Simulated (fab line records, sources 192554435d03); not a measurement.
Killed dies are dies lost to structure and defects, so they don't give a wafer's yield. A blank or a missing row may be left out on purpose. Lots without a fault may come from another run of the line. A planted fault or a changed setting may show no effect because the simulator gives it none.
fab line records | flow n5_finfet
record lots=5 wafers=15 last_day=18
route steps=1938 shown BEOL_M1@782 BEOL_M4@1111
lots that met no fault: from a run of the same line without faults
start_h: hours from the record's first day to the start of the lot's first wafer shown | wait_h: hours since the lot's step before | " the same as in the row above | L1.1+2: a row that stands for several wafers | - no value, or no start given | * or withheld: withheld | < > ~ a bound
route shown NAME@n: a module of which the file shows steps, and the number in the route of the first | usual: mean/standard deviation of fault-free wafers | same: alike in all rows | chamber/n: place in a boat | sites: the reading at each site | _std_site: their standard deviation | _edge_site: outer sites' mean less inner sites' | radius_mm: how far each site lies from the wafer's centre | mask NAME#n: copy n | behind: the tool/chamber that last shaped the wafer | hold: why the lot was held/for how many hours/how that ended | device: the transistor (n, p or np) that didn't switch | end of line: the same wafers' tests at the end of the route | a step without rows: its recipe alone | killed: dies lost to structure and defects at the first sort, not the wafer's yield | map: a wafer's dies, x killed, . not, _ none there
set.NAME: the setting as run; set.NAME@STEP: as run at that earlier step | model.NAME: the simulator's own value behind a step, which no gauge read
lots at some steps of the route; a table a step, a row a wafer
services: from which hour (start_h, from the record's first day; less than 0 if before it) a tool's chamber was out of use, for how many hours, and why
## steps
# step N5_BEOL_M1_SOFTBAKE_23
# recipe temp_c=110 time_s=60 resist=CAR-EUV
# step N5_BEOL_M1_EXPOSE_25
# recipe mask_id=V0 na=0.33 source_shape=quasar sigma_inner=0.2 sigma_outer=0.8 polarization=unpolarized defocus_nm=5 target_cd_nm=24 dose_mj=63
# step N5_BEOL_M1_PEB_26
# recipe peb_temp_c=100 peb_time_s=60 resist=CAR-EUV
# step N5_BEOL_M1_DEVELOP_27
# recipe develop_time_s=30 developer=TMAH resist=CAR-EUV rinse_liquid=surfactant_rinse dry=air_spin dev_temp_c=23
# step N5_BEOL_M1_CD_MEAS_28
# recipe landing_energy_ev=500 detector=se_inlens target_cd_y_nm=23.3
# usual cd_nm=23.90/0.26
# columns lot.wafer tool chamber start_h wait_h cd_nm
L606.2 cd_sem-02 0 137.14 - 24.24
L606.3 " 0 " " 24.39
L606.5 " 0 " " 24.25
L607.2 cd_sem-03 0 140.53 - 24.09
L607.3 " 0 " " 23.91
L607.5 " 0 " " 24.50
L614.1 cd_sem-03 0 193.03 - 23.96
L614.3 " 0 " " 23.78
L614.4 " 0 " " 23.65
L622.1 cd_sem-03 0 229.82 - 23.66
L622.2 " 0 " " 23.57
L622.4 " 0 " " 24.14
L624.1 cd_sem-02 0 246.44 - 24.09
L624.2 " 0 " " 23.85
L624.4 " 0 " " 23.78
# step N5_BEOL_M1_OVL_MEAS_29
# recipe points_per_wafer=522
# usual V0_OVL=-0.1/0.64
# columns lot.wafer tool chamber start_h wait_h V0_OVL[nm]
L606.2 overlay-01 0 137.17 0.0 -0.4
L606.3 " 0 " " 0.5
L606.5 " 0 " " 0.9
L607.2 overlay-02 0 140.57 0.0 0.2
L607.3 " 0 " " -0.3
L607.5 " 0 " " -1.1
L614.1 overlay-02 0 193.06 0.0 -0.1
L614.3 " 0 " " 0.0
L614.4 " 0 " " 0.2
L622.1 overlay-01 0 229.85 0.0 0.2
L622.2 " 0 " " -0.4
L622.4 " 0 " " -0.3
L624.1 overlay-02 0 246.47 0.0 0.0
L624.2 " 0 " " 1.0
L624.4 " 0 " " 1.2
# step N5_BEOL_M1_INSPECT_30
# recipe mode=adi inspect_instrument=brightfield
# usual raw_defect_count=416/93
# columns lot.wafer tool chamber start_h wait_h raw_defect_count
L606.2 defect_inspect-01 - 137.22 0.0 444
L606.3 " - " " 351
L606.5 " - " " 432
L607.2 defect_inspect-01 - 140.62 0.0 402
L607.3 " - " " 240
L607.5 " - " " 282
L614.1 defect_inspect-02 - 193.12 0.1 426
L614.3 " - " " 365
L614.4 " - " " 371
L622.1 defect_inspect-02 - 229.91 0.1 331
L622.2 " - " " 387
L622.4 " - " " 321
L624.1 defect_inspect-02 - 246.53 0.1 327
L624.2 " - " " 595
L624.4 " - " " 516
# step N5_BEOL_M1_DESCUM_33
# recipe chemistry=O2 time_s=7 source_power_w=50 bias_power_w=20 pressure_mtorr=20 rf_frequency_hz=2.712e+07 temp_c=40 resist=CAR-EUV o2_flow_sccm=225
# usual drypump_motor_current_A=5.5/0.51 o2_flow_sccm=225.0/0.69 oes_product_au=0.80/0.084 rf_vpp_V=243.6/1.5 showerhead_plenum_p_Torr=2.13/0.08 throttle_valve_pct=20.51/0.2
# columns lot.wafer tool chamber start_h wait_h drypump_motor_current_A o2_flow_sccm oes_product_au rf_hours_counter_h rf_vpp_V showerhead_plenum_p_Torr throttle_valve_pct
L606.2 rie_diel-03 1 137.26 0.0 6.1 225.4 0.74 143 242.6 2.10 20.63
L606.3 " 0 " " 4.9 224.7 0.77 144 242.0 2.02 20.74
L606.5 " 1 " " 6.1 224.6 0.73 - 244.6 2.10 20.64
L607.2 rie_diel-05 1 140.65 0.0 5.6 223.2 0.86 44 242.8 2.23 20.58
L607.3 " 0 " " 5.8 225.7 0.86 54 244.3 2.24 20.44
L607.5 " 2 " " 5.0 225.0 0.99 - 246.1 2.24 20.52
L614.1 rie_diel-04 0 193.15 0.0 5.3 225.6 0.75 152 243.6 2.09 20.20
L614.3 " 1 " " 4.9 223.9 0.75 159 245.0 2.15 20.66
L614.4 " 3 " " 4.9 224.8 0.75 169 244.1 2.15 20.46
L622.1 rie_diel-04 2 229.95 0.0 5.1 225.8 0.70 205 241.0 1.99 20.47
L622.2 " 0 " " 5.3 225.0 0.74 167 243.3 2.09 20.25
L622.4 " 1 " " 4.9 225.6 0.74 170 244.2 2.14 20.69
L624.1 rie_diel-03 3 246.56 0.0 6.3 224.3 0.91 25 242.0 2.06 20.68
L624.2 " 0 " " 4.9 224.6 0.75 179 241.4 2.01 20.80
L624.4 " 1 " " 6.0 224.2 0.69 184 242.5 2.09 20.71
# step N5_BEOL_M1_ETCH_77
# recipe chemistry=N2/H2 target=underlayer target_depth_a=65 mask_material=CAR-EUV time_s=5.2 ion_energy_ev=200 pressure_mtorr=30 source_w=840 bias_w=150 n2_flow_sccm=200 h2_flow_sccm=200 ends=cleared
# usual drypump_motor_current_A=5.5/0.51 etch_rf_on_time_s=5.19/0.11 oes_product_au=0.68/0.072 rf_vpp_V=524.8/2.9 showerhead_plenum_p_Torr=2.57/0.1 throttle_valve_pct=17.86/0.23
# columns lot.wafer tool chamber start_h wait_h drypump_motor_current_A etch_rf_on_time_s oes_product_au rf_hours_counter_h rf_vpp_V showerhead_plenum_p_Torr throttle_valve_pct
L606.2 rie_diel-03 1 137.29 0.0 6.0 5.15 0.63 143 523.2 2.54 18.05
L606.3 " 0 " " 4.9 5.15 0.66 144 520.4 2.45 18.14
L606.5 " 1 " " 6.0 5.18 0.64 - 525.0 2.54 18.05
L607.2 rie_diel-05 1 140.69 0.0 5.6 4.98 0.75 44 527.3 2.69 17.84
L607.3 " 0 " " 5.8 5.26 0.73 54 527.4 2.70 17.71
L607.5 " 2 " " 5.0 5.05 0.86 - 528.7 2.70 17.82
L614.1 rie_diel-04 0 193.19 0.0 5.3 5.20 0.63 152 522.9 2.55 17.63
L614.3 " 1 " " 4.9 5.26 0.64 159 524.7 2.64 18.27
L614.4 " 3 " " 4.9 5.31 0.62 169 526.1 2.63 17.98
L622.1 rie_diel-04 2 229.99 0.0 5.1 5.07 0.62 205 521.5 2.40 17.78
L622.2 " 0 " " 5.3 5.14 0.62 167 525.2 2.55 17.67
L622.4 " 1 " " 4.9 5.22 0.62 170 527.2 2.63 18.30
L624.1 rie_diel-03 3 246.60 0.0 6.3 5.11 0.78 25 522.2 2.47 17.86
L624.2 " 0 " " 4.9 5.26 0.64 179 523.1 2.43 18.19
L624.4 " 1 " " 6.0 5.28 0.60 184 523.3 2.52 18.09
# step N5_BEOL_M1_ETCH_69
# recipe chemistry=CF4 target=SiARC target_depth_a=156 mask_material=CAR-EUV time_s=26 ion_energy_ev=80 pressure_mtorr=40 source_w=545 bias_w=36 Ar_flow_sccm=100 cf4_flow_sccm=100 ends=cleared
# usual drypump_motor_current_A=5.5/0.51 etch_rf_on_time_s=25.9/0.51 oes_product_au=0.68/0.072 rf_vpp_V=184.4/1.3 showerhead_plenum_p_Torr=2.17/0.08 throttle_valve_pct=15.68/0.22
# columns lot.wafer tool chamber start_h wait_h drypump_motor_current_A etch_rf_on_time_s oes_product_au rf_hours_counter_h rf_vpp_V showerhead_plenum_p_Torr throttle_valve_pct
L606.2 rie_diel-03 1 137.31 0.0 6.0 26.0 0.63 143 184.7 2.15 15.81
L606.3 " 0 " " 4.9 26.0 0.67 144 184.0 2.05 15.82
L606.5 " 1 " " 6.0 26.2 0.64 - 184.7 2.15 15.82
L607.2 rie_diel-05 1 140.70 0.0 5.6 25.4 0.75 44 185.3 2.28 15.76
L607.3 " 0 " " 5.8 26.2 0.73 54 185.9 2.26 15.52
L607.5 " 2 " " 5.0 25.8 0.84 - 185.8 2.28 15.60
L614.1 rie_diel-04 0 193.21 0.0 5.3 25.9 0.64 152 185.1 2.14 15.41
L614.3 " 1 " " 4.9 26.2 0.64 159 183.9 2.23 16.01
L614.4 " 3 " " 4.9 26.7 0.63 169 185.0 2.21 15.72
L622.1 rie_diel-04 2 230.00 0.0 5.1 25.5 0.61 205 182.5 2.05 15.77
L622.2 " 0 " " 5.3 25.9 0.62 167 183.9 2.14 15.45
L622.4 " 1 " " 4.9 26.6 0.63 170 184.6 2.23 16.03
L624.1 rie_diel-03 3 246.61 0.0 6.3 25.7 0.79 25 184.9 2.11 15.74
L624.2 " 0 " " 4.9 25.9 0.64 179 183.6 2.04 15.90
L624.4 " 1 " " 6.1 26.4 0.60 184 184.6 2.13 15.88
# step N5_BEOL_M1_ALD_98
# recipe material=SiO2 target_thk_a=25 temp_c=100 ald_precursor_family=BDEAS ald_co_reactant=O2-plasma pulse_time_s=1 co_reactant_pulse_time_s=1 purge_time_s=2 co_reactant_purge_time_s=2 ald_cycles=17 pressure_torr=2
# usual chamber_pressure_Torr=2.000/0.0043 heater_power_w=79/7.1 precursor_pulse_height_rel=0.999/0.019
# columns lot.wafer tool chamber start_h wait_h chamber_pressure_Torr heater_power_w precursor_pulse_height_rel
L606.2 ald_sin-04 1 137.45 0.1 1.998 79 0.988
L606.3 " 0 " " 2.003 81 0.984
L606.5 " 1 " " 2.006 81 0.998
L607.2 ald_sin-04 0 140.79 0.1 2.000 79 0.976
L607.3 " 2 " " 1.999 85 1.009
L607.5 " 1 " " 1.998 80 1.019
L614.1 ald_sin-01 3 193.68 0.4 1.997 65 1.004
L614.3 " 1 " " 2.001 96 1.005
L614.4 " 0 " " 1.999 83 0.986
L622.1 ald_sin-02 1 230.08 0.1 1.999 69 0.975
L622.2 " 0 " " 2.000 73 0.992
L622.4 " 3 " " 2.002 77 0.973
L624.1 ald_sin-01 0 246.70 0.1 2.004 82 1.005
L624.2 " 3 " " 2.004 66 1.000
L624.4 " 2 " " 1.994 89 0.992
# step N5_BEOL_M1_ETCHBACK_99
# recipe chemistry=CHF3 target=SiO2 target_depth_a=50 time_s=10.4 source_w=215 bias_w=47 Ar_flow_sccm=200 CHF3_flow_sccm=12 ion_energy_ev=100 pressure_mtorr=30
# usual drypump_motor_current_A=5.6/0.53 oes_product_au=0.80/0.091 rf_vpp_V=242/3.9 showerhead_plenum_p_Torr=2.17/0.079 throttle_valve_pct=17.14/0.25
# columns lot.wafer tool chamber start_h wait_h drypump_motor_current_A oes_product_au rf_hours_counter_h rf_vpp_V showerhead_plenum_p_Torr throttle_valve_pct
L606.2 rie_diel-04 2 138.98 1.5 5.1 0.73 182 235 2.05 17.10
L606.3 " 1 " " 4.9 0.75 146 243 2.25 17.47
L606.5 " 1 " " 4.9 0.75 - 245 2.25 17.47
L607.2 rie_diel-03 0 142.61 1.8 4.9 0.78 145 241 2.06 17.33
L607.3 " 2 " " 6.2 0.72 219 247 2.21 17.13
L607.5 " 1 " " 6.0 0.75 - 238 2.15 17.23
L614.1 rie_diel-03 2 201.84 8.1 6.1 0.69 244 247 2.20 17.17
L614.3 " 3 " " 6.3 0.96 9 236 2.14 17.29
L614.4 " 2 " " 6.2 0.69 - 246 2.20 17.18
L622.1 rie_diel-04 3 239.34 9.2 4.9 0.74 180 246 2.22 17.20
L622.2 " 2 " " 5.1 0.70 208 236 2.04 17.14
L622.4 " 1 " " 4.9 0.73 173 244 2.24 17.54
L624.1 rie_diel-05 2 253.69 6.9 5.0 0.91 34 246 2.28 17.12
L624.2 " 0 " " 5.8 0.81 85 238 2.26 16.95
L624.4 " 0 " " 5.8 0.82 - 235 2.26 16.95
# step N5_BEOL_M1_ETCH_70
# recipe chemistry=N2/H2 target=SOC target_depth_a=800 overetch_a=160 mask_material=SiARC temp_c=40 time_s=120 ion_energy_ev=200 pressure_mtorr=30 source_w=840 bias_w=150 n2_flow_sccm=200 h2_flow_sccm=200
# usual drypump_motor_current_A=5.6/0.53 oes_product_au=0.61/0.066 rf_vpp_V=524.6/2.8 showerhead_plenum_p_Torr=2.56/0.097 throttle_valve_pct=17.84/0.23
# columns lot.wafer tool chamber start_h wait_h drypump_motor_current_A oes_product_au rf_hours_counter_h rf_vpp_V showerhead_plenum_p_Torr throttle_valve_pct model.SiARC_of_BEOL_M1_COAT_68.thk_nm
L606.2 rie_diel-04 2 139.02 0.0 5.1 0.56 182 521.0 2.41 17.73 6.4
L606.3 " 1 " " 5.0 0.58 146 527.8 2.65 18.19 6.4
L606.5 " 1 " " 4.9 0.58 - 526.5 2.65 18.18 6.4
L607.2 rie_diel-03 0 142.64 0.0 4.9 0.60 145 521.3 2.45 18.09 6.4
L607.3 " 2 " " 6.2 0.54 219 526.3 2.61 17.84 6
L607.5 " 1 " " 6.1 0.56 - 523.6 2.54 18.00 6.4
L614.1 rie_diel-03 2 201.88 0.0 6.2 0.53 244 525.9 2.60 17.90 6.2
L614.3 " 3 " " 6.3 0.73 9 523.2 2.48 17.78 6.4
L614.4 " 2 " " 6.2 0.53 - 527.1 2.60 17.89 7
L622.1 rie_diel-04 3 239.38 0.0 4.9 0.56 180 526.4 2.62 17.96 6.4
L622.2 " 2 " " 5.1 0.54 208 519.4 2.40 17.76 6.4
L622.4 " 1 " " 4.9 0.57 173 526.0 2.63 18.24 6.4
L624.1 rie_diel-05 2 253.72 0.0 5.0 0.69 34 528.7 2.69 17.84 6.2
L624.2 " 0 " " 5.8 0.62 85 527.9 2.68 17.72 6.4
L624.4 " 0 " " 5.8 0.62 - 526.2 2.68 17.72 6.6
# step N5_BEOL_M1_STRIP_71
# recipe chemistry=N2/H2 temp_c=40 n2_flow_sccm=200 h2_flow_sccm=200 rf_frequency_hz=6e+07
# step N5_BEOL_M4_RC_MEAS_101
# usual DIBL_N=36.5/1.9 DIBL_P=36.7/2.1 IOFF_N=0.17/0.035 IOFF_P=0.22/0.042 ION_N=676/10 ION_P=462/8.1 SS_N=71.5/0.72 SS_P=73.4/0.7 VT_N=249/3.1 VT_P=-250/3.9
# columns lot.wafer tool chamber start_h wait_h DIBL_N[mV/V] DIBL_P[mV/V] IOFF_N[nA/um] IOFF_P[nA/um] ION_N[uA/um] ION_P[uA/um] SS_N[mV/dec] SS_P[mV/dec] VT_N[mV] VT_P[mV]
L607.2 prober-01 0 178.45 0.2 40.4 40.2 0.23 0.29 677 469 72.8 74.1 245 -248
L607.3 " 0 " " 33.4 31.6 0.10 0.15 653 451 70.1 72.6 254 -253
L607.5 " 0 " " 34.9 33.5 0.11 0.17 652 456 70.4 72.4 257 -252
L606.2 prober-01 0 181.16 0.2 33.9 35.5 0.14 0.16 677 450 71.3 73.1 250 -257
L606.3 " 0 " " 33.7 35.1 0.13 0.16 673 455 71.2 72.9 250 -257
L606.5 " 0 " " 33.7 35.3 0.12 0.15 666 453 70.6 72.4 255 -256
L614.1 prober-02 0 252.50 0.0 40.9 41.3 0.27 0.28 689 455 72.7 75.4 242 -249
L614.3 " 0 " " 35.1 35.0 0.14 0.17 686 461 70.9 73.5 247 -253
L614.4 " 0 " " 35.8 35.9 0.16 0.19 681 466 71.9 73.1 247 -253
L622.1 prober-01 0 288.24 0.0 33.1 32.6 0.11 0.15 655 449 70.2 73.3 256 -255
L622.2 " 0 " " 34.8 35.3 0.13 0.19 666 457 70.9 74.0 254 -255
L622.4 " 0 " " 37.8 38.5 0.17 0.22 664 449 71.8 74.3 250 -251
L624.1 prober-01 0 320.52 0.0 33.1 35.0 0.13 0.17 676 458 70.6 73.4 250 -255
L624.2 " 0 " " 35.7 37.8 0.16 0.21 668 455 71.8 73.9 251 -253
L624.4 " 0 " " 33.6 34.8 0.13 0.17 665 453 70.8 73.0 253 -257
## services
# columns tool chamber start_h hours kind
ald_sin-04 - 115.57 6.1 pm
rie_diel-05 2 119.65 - clean
rie_diel-05 2 119.65 - consumable_replace:focus_ring
rie_diel-05 2 119.65 - consumable_replace:showerhead
rie_diel-05 2 119.65 15.2 scheduled_down
rie_diel-05 - 147.63 0.9 repair
ald_sin-02 - 150.28 6.0 pm
rie_diel-03 3 153.55 - clean
rie_diel-03 3 153.55 - consumable_replace:focus_ring
rie_diel-03 3 153.55 24.3 scheduled_down
rie_diel-03 3 153.55 24.3 vent_cycle
rie_diel-03 0 154.99 7.7 repair
rie_diel-04 - 174.46 15.6 pm
ald_sin-02 2 176.22 2.9 repair
rie_diel-05 2 179.59 5.7 repair
rie_diel-05 1 184.83 6.6 repair
rie_diel-05 - 187.41 14.6 pm
rie_diel-03 0 196.77 6.4 repair
rie_diel-04 3 200.90 12.8 repair
rie_diel-04 2 216.19 9.9 repair
rie_diel-03 2 216.52 - clean
rie_diel-03 2 216.52 - consumable_replace:focus_ring
ald_sin-04 - 244.21 2.8 pm
rie_diel-05 3 251.62 3.5 repair
## key
first_sign none at tools or gauges
model_effect step=N5_BEOL_M1_ETCH_70 value=SiARC_of_BEOL_M1_COAT_68.thk_nm without=6.2 struck=7
met_at N5_BEOL_M1_ETCH_70
struck_wafers L614.4
sort_left_out L614.4
onset_between 142.64 201.88
fault kind=process_parameter_drift tool=rie_diel-03 chamber=- onset_h=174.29 steps=N5_BEOL_M1_ETCH_70 channel=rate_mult offset=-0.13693 shape=step end_h=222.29 scope=struck_wafers_only
# sort_left_out: the simulated sort isn't trusted on such a fault, so these wafers' sort isn't shown, and their yield isn't known
